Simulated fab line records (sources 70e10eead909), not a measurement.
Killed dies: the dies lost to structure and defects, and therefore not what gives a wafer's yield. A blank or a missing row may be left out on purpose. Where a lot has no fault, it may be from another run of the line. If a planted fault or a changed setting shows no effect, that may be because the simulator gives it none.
Chamber matching    flow nand_harc    NHARC_A_STAIRCASE_ETCH_444 on rie_diel-02: 4 sister chambers
The step etches the open film in C4F8/O2, target depth 10200 nm, time 3400 s. 4 wafers are shown with their chamber, then 8 later ones without.

## WAFERS WITH THEIR CHAMBER
wafer   chamber  rf_vpp_V (V)
L087.1  2        816
L091.1  3        810
L091.2  0        803
L089.3  1        801

## WAFERS MISSING THEIR CHAMBER
wafer   rf_vpp_V (V)
L089.4  808
L089.5  811
L092.1  814
L092.4  810
L092.5  814
L096.1  810
L096.3  802
L096.4  814

## WHICH CHAMBER EACH ONE RAN IN
wafer   from the rows above      in truth
L089.4  3                        3
L089.5  3                        3
L092.1  can't be placed: 2 or 3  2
L092.4  3                        3
L092.5  can't be placed: 2 or 3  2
L096.1  3                        3
L096.3  can't be placed: 0 or 1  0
L096.4  can't be placed: 2 or 3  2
Correct placement for 4 of the 8. Not placeable from these rows: 4 (in 4, the candidates include the true chamber). Placed wrongly: 0.
How it was worked out, from the rows above alone: a wafer's distance from a chamber is the root of the sum, over the readings, of the square of ((its reading less the chamber's mean) divided by the reading's scatter). If the next closest chamber is less than 2 further off than the closest, the wafer can't be placed; otherwise it belongs to the closest. For every chamber, the mean is computed from those of its wafers that are shown. The scatter: with one shown wafer a chamber, the root of the mean of the squares of how far each hidden wafer lies from its nearest shown one.
